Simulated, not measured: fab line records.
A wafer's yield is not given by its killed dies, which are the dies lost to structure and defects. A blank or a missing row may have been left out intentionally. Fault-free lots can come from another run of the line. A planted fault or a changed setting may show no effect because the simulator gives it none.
Chamber matching / flow n5_finfet / pecvd-04 running N5_FIN_SAQP_PECVD_47: 3 sister chambers
The step deposits a-Si from SiH4/He, target thk 45 nm, time 36.3 s. 6 wafers are shown with their chamber, then 7 later ones without.

EACH WAFER AND ITS CHAMBER
wafer=L084.3; chamber=2; throttle_valve_pct (%)=18.1; showerhead_plenum_p_Torr (Torr)=5.59
wafer=L084.5; chamber=2; throttle_valve_pct (%)=18.0; showerhead_plenum_p_Torr (Torr)=5.58
wafer=L086.2; chamber=1; throttle_valve_pct (%)=20.2; showerhead_plenum_p_Torr (Torr)=5.65
wafer=L086.5; chamber=0; throttle_valve_pct (%)=18.2; showerhead_plenum_p_Torr (Torr)=5.67
wafer=L087.1; chamber=0; throttle_valve_pct (%)=18.1; showerhead_plenum_p_Torr (Torr)=5.67
wafer=L087.2; chamber=1; throttle_valve_pct (%)=20.5; showerhead_plenum_p_Torr (Torr)=5.64

WAFERS WHOSE CHAMBER IS MISSING
wafer=L087.5; throttle_valve_pct (%)=18.3; showerhead_plenum_p_Torr (Torr)=5.65
wafer=L094.1; throttle_valve_pct (%)=18.1; showerhead_plenum_p_Torr (Torr)=5.57
wafer=L094.2; throttle_valve_pct (%)=20.6; showerhead_plenum_p_Torr (Torr)=5.64
wafer=L094.6; throttle_valve_pct (%)=18.0; showerhead_plenum_p_Torr (Torr)=5.58
wafer=L096.1; throttle_valve_pct (%)=17.7; showerhead_plenum_p_Torr (Torr)=5.60
wafer=L096.2; throttle_valve_pct (%)=20.3; showerhead_plenum_p_Torr (Torr)=5.65
wafer=L096.4; throttle_valve_pct (%)=17.9; showerhead_plenum_p_Torr (Torr)=5.59

WHICH CHAMBER EACH WENT THROUGH
wafer=L087.5; from the rows above=0; in truth=0
wafer=L094.1; from the rows above=2; in truth=2
wafer=L094.2; from the rows above=1; in truth=1
wafer=L094.6; from the rows above=2; in truth=2
wafer=L096.1; from the rows above=2; in truth=2
wafer=L096.2; from the rows above=1; in truth=1
wafer=L096.4; from the rows above=2; in truth=2
Placed correctly: 7 of 7. Not placeable from these rows: 0. Wrongly placed: 0.
How it was worked out, from the rows above alone: a wafer's distance from a chamber is the root of the sum, over the readings, of the square of ((its reading less the chamber's mean) divided by the reading's scatter). The wafer belongs to the nearest chamber; if the next one is less than 2 further off, it can't be placed. For every chamber, the mean is computed from those of its wafers that are shown. The scatter is the square root of a quotient: the sum, over the shown wafers, of each reading's squared deviation from its chamber's mean, divided by wafers minus chambers.
